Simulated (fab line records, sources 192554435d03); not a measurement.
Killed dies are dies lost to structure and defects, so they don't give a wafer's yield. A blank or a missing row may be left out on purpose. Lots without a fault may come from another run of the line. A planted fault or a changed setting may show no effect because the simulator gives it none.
Problem report in the 8D (eight disciplines) form, filled by code | flow n5_finfet | the parts of the form that need people (team, actions taken, sign-off) are left out

1. THE PROBLEM
RC_P at N5_BEOL_M4_RC_MEAS_101 reads a mean of 37.3 ohm.um on 1 wafer of 1 lot; wafers without a fault read 19.2 ohm.um with a standard deviation of 0.3. That is +60 standard deviations from the usual mean.
First seen on wafer L218.2, day 11 17:29, on prober-02. The record holds 9 wafers of 3 lots with a number at this step. Rule for "out", or "out of limits": more than 4 standard deviations from the usual mean. The other wafers with a number count as sound.

2. WHAT IT IS AND WHAT IT IS NOT
question                    | is                                                 | is not
which readings at this step | RC_P, RC_DENSE_N, RC_DENSE_P, RC_N, REXT_N, REXT_P | DIBL_N, DIBL_P, IOFF_N, IOFF_P, ION_N, SS_N, SS_P, VT_N, VT_P
which lots                  | L218                                               | L225, L226
which wafers of those lots  | L218.2                                             | L218.5, L218.6
read on which gauges        | prober-02                                          | -
when                        | from day 11 17:29                                  | up to then (2 sound wafers); but 6 sound wafers of L225, L226 came after

3. SUSPECTS, AND WHAT RULES EACH OUT
Counting: a tool at a process step up to the reading stays a suspect if it ran every lot that is out. Sound lots after the first of them don't rule it out here, since some wafers of a struck lot are sound.
- the gauge at N5_BEOL_M4_RC_MEAS_101: kept. All the wafers that are out were read on prober-02, and no step on other tools shows them out.
- rie_diel-06 at N5_MOL_CONTACT_COAG_CONTACT_ETCH_14 (etches SiO2 in C4F6/O2, target depth 27.5 nm, overetch 8.5 nm, time 20 s): kept. It ran the lot that is out, L218 (day 6 17:49).
- rie_diel-06 at N5_MOL_CONTACT_COAG_ETCH_110 (etches Si in CF4/O2, target depth 2.5 nm, time 8 s): kept. It ran the lot that is out, L218 (day 6 17:55).
- Within rie_diel-06 at N5_MOL_CONTACT_COAG_CONTACT_ETCH_14: the wafers that are out ran in chamber 1; their sound lot-mates ran in chambers 2, 3.
- Within rie_diel-06 at N5_MOL_CONTACT_COAG_ETCH_110: the wafers that are out ran in chamber 1; their sound lot-mates ran in chambers 2, 3.
Left after counting: rie_diel-06 at N5_MOL_CONTACT_COAG_CONTACT_ETCH_14, rie_diel-06 at N5_MOL_CONTACT_COAG_ETCH_110, prober-02 at N5_BEOL_M4_RC_MEAS_101.

4. THE CAUSE (what the simulator had put in)
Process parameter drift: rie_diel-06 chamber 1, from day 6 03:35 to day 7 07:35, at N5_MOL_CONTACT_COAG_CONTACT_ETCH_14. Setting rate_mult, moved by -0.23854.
Counting left 3 suspects, and this tool is among them.

5. THE CHAIN OF EFFECTS, in route order
Each row: a reading whose mean over the struck wafers that have a number lies more than 3 standard deviations from the usual. Only readings for which the record gives a usual standard deviation are gone through. hours: the time from each lot's start at the first step in this table that gives one to its start at this step, as a median over the lots. sigmas: the change in usual standard deviations.
hours | step                   | reading    | usual        | on struck wafers | change | sigmas
0     | N5_BEOL_M4_RC_MEAS_101 | RC_DENSE_N | 18.9 ohm.um  | 36.4             | +17.5  | +56
0     | N5_BEOL_M4_RC_MEAS_101 | RC_DENSE_P | 23.6 ohm.um  | 45.6             | +22.0  | +54
0     | N5_BEOL_M4_RC_MEAS_101 | RC_N       | 15.39 ohm.um | 29.42            | +14.03 | +54
0     | N5_BEOL_M4_RC_MEAS_101 | RC_P       | 19.2 ohm.um  | 37.3             | +18.1  | +60
0     | N5_BEOL_M4_RC_MEAS_101 | REXT_N     | 75.0 ohm.um  | 89.7             | +14.7  | +9.2
0     | N5_BEOL_M4_RC_MEAS_101 | REXT_P     | 100.4 ohm.um | 120.2            | +19.8  | +9.4

6. WHAT WOULD HAVE CAUGHT IT SOONER
In this record the first reading out of limits at a measuring or inspecting step was taken at day 11 17:29, 134 hours after the fault began at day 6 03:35.
Of the tool readings at N5_MOL_CONTACT_COAG_CONTACT_ETCH_14 for which the record gives a usual standard deviation, none was out on any struck wafer, so an alarm limit of 4 standard deviations on them would not have fired.
All the lots that are out (1) had begun N5_MOL_CONTACT_COAG_CONTACT_ETCH_14 on rie_diel-06 by day 11 17:29. A hold on the tool at that time would have spared none of them.
